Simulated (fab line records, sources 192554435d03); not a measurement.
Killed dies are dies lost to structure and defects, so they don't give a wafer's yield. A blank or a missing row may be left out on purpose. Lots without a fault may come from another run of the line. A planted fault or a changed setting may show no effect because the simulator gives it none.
Which tool did it? | flow n5_finfet | 24 lots, 72 wafers sampled, at 1 step of a route of 1938

WHAT THE GAUGES READ, wafer by wafer
N5_BEOL_M1_INSPECT_30: inspects for defects (brightfield).
lot  | measured     | on                | raw_defect_count
L074 | day 6 07:03  | defect_inspect-02 | 245 325 201
L075 | day 6 16:10  | defect_inspect-02 | 396 287 282
L076 | day 6 19:17  | defect_inspect-01 | 626 576 493
L077 | day 6 22:11  | defect_inspect-02 | 410 273 282
L078 | day 7 08:28  | defect_inspect-02 | 342 266 225
L079 | day 7 10:20  | defect_inspect-01 | 487 303 502
L080 | day 7 18:44  | defect_inspect-02 | 534 567 391
L081 | day 8 00:02  | defect_inspect-01 | 393 542 362
L082 | day 8 10:50  | defect_inspect-01 | 539 537 743
L083 | day 8 12:22  | defect_inspect-02 | 310 352 354
L084 | day 8 21:43  | defect_inspect-01 | 556 291 447
L085 | day 9 03:10  | defect_inspect-01 | 444 331 383
L086 | day 9 05:17  | defect_inspect-02 | 327 404 372
L087 | day 9 09:07  | defect_inspect-01 | 539 499 438
L088 | day 9 19:02  | defect_inspect-01 | 415 585 436
L089 | day 10 00:21 | defect_inspect-02 | 416 381 385
L090 | day 10 02:03 | defect_inspect-02 | 317 324 320
L091 | day 10 11:16 | defect_inspect-02 | 356 372 306
L092 | day 10 13:41 | defect_inspect-02 | 395 370 461
L093 | day 10 22:09 | defect_inspect-01 | 547 336 396
L094 | day 11 03:02 | defect_inspect-01 | 344 336 319
L095 | day 11 05:56 | defect_inspect-02 | 375 402 413
L096 | day 11 16:13 | defect_inspect-02 | 263 286 372
L097 | day 11 18:02 | defect_inspect-01 | 606 417 432

WHICH TOOL RAN EACH LOT (tool, then ch and the chambers of the sampled wafers, then the start)
The record holds no process step before these readings.

WHAT THE TOOLS THEMSELVES READ (means of the sampled wafers that have a number; where no wafer has one, the mark that the record gives instead)
The record holds no such reading with a usual standard deviation.

THE ANSWER, worked out from the rows above alone
Rule: what is usual is taken from the lots themselves. Put in order of their means at a reading, lots are off if they are a third of the lots or fewer, leave a main group of 4 or more, and stand apart from it by a gap of 3 or more times the standard deviation of the main group's means; of several such gaps the widest counts. A main group whose means are all the same, to the digits that the tables above print for the reading, isn't used. A lot without any number at a reading at which 4 lots or more have one is off too. The other lots that the step has rows for count as sound. The gauges are gone through in route order, then the tools' own readings, and for those a lot's mean is taken as printed above. The first step at which some lot is off is used, and at that step the reading that is off furthest; a lot without a number counts as furthest.
No lot is off at any reading shown: from this, nothing can be told.

WHAT THE SIMULATOR HAD PUT IN
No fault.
